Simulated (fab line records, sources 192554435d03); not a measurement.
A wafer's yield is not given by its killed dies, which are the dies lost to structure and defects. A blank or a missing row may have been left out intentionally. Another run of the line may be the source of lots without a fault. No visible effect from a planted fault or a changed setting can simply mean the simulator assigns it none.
Chamber matching -- flow n5-finfet -- 4 sister chambers for N5_FIN_CUT_DESCUM_13 on rie-diel-03
The step chemistry O2, time 7 s. 14 wafers are shown with their chamber, then 7 later ones without.

WAFERS WITH THEIR CHAMBER
wafer,chamber,showerhead-plenum-p-Torr (Torr),oes-product-au (a.u.),throttle-valve-pct (%)
L076.1,3,2.19,0.74,20.52
L076.2,2,2.01,0.73,20.47
L076.4,0,2.20,0.87,20.33
L079.3,1,2.09,0.76,20.67
L079.5,3,2.19,0.74,20.52
L079.6,0,2.20,0.86,20.34
L081.1,3,2.19,0.75,20.51
L081.3,0,2.20,0.86,20.33
L081.6,2,2.00,0.72,20.47
L085.2,1,2.09,0.76,20.69
L085.3,2,2.00,0.72,20.50
L085.6,2,2.00,0.72,20.48
L089.2,2,2.00,0.71,20.52
L089.4,3,2.18,0.72,20.55

SIGNATURES, as means of the wafers listed above
reading,chamber 0,chamber 1,chamber 2,chamber 3,scatter within a chamber
showerhead-plenum-p-Torr,2.2000,2.0900,2.0020,2.1875,0.00394
oes-product-au,0.8633,0.7600,0.7200,0.7375,0.00861
throttle-valve-pct,20.3333,20.6800,20.4880,20.5250,0.0175
Rule: for a wafer and a chamber, the distance is found by dividing, reading by reading, the gap between the wafer's reading and the chamber's mean by the reading's scatter, squaring, summing and taking the root. The wafer belongs to the nearest chamber; if the next one is less than 2 further off, it can't be placed. How the scatter is found: for the shown wafers, subtract from each reading the mean of its chamber, square and add these, divide the total by (wafers less chambers), then take the root.

WAFERS MISSING THEIR CHAMBER
wafer,showerhead-plenum-p-Torr (Torr),oes-product-au (a.u.),throttle-valve-pct (%)
L089.5,2.00,0.71,20.52
L094.1,2.19,0.82,20.40
L094.4,1.99,0.70,20.52
L094.5,2.19,0.82,20.37
L097.4,2.19,0.82,20.38
L097.5,2.17,0.71,20.59
L097.6,1.99,0.70,20.54

WHICH CHAMBER EACH ONE RAN IN
wafer,from the rows above,in truth
L089.5,2,2
L094.1,0,0
L094.4,2,2
L094.5,0,0
L097.4,0,0
L097.5,3,3
L097.6,2,2
Placed correctly: 7 of 7. Can't be placed from these rows: 0. Placed wrongly: 0.
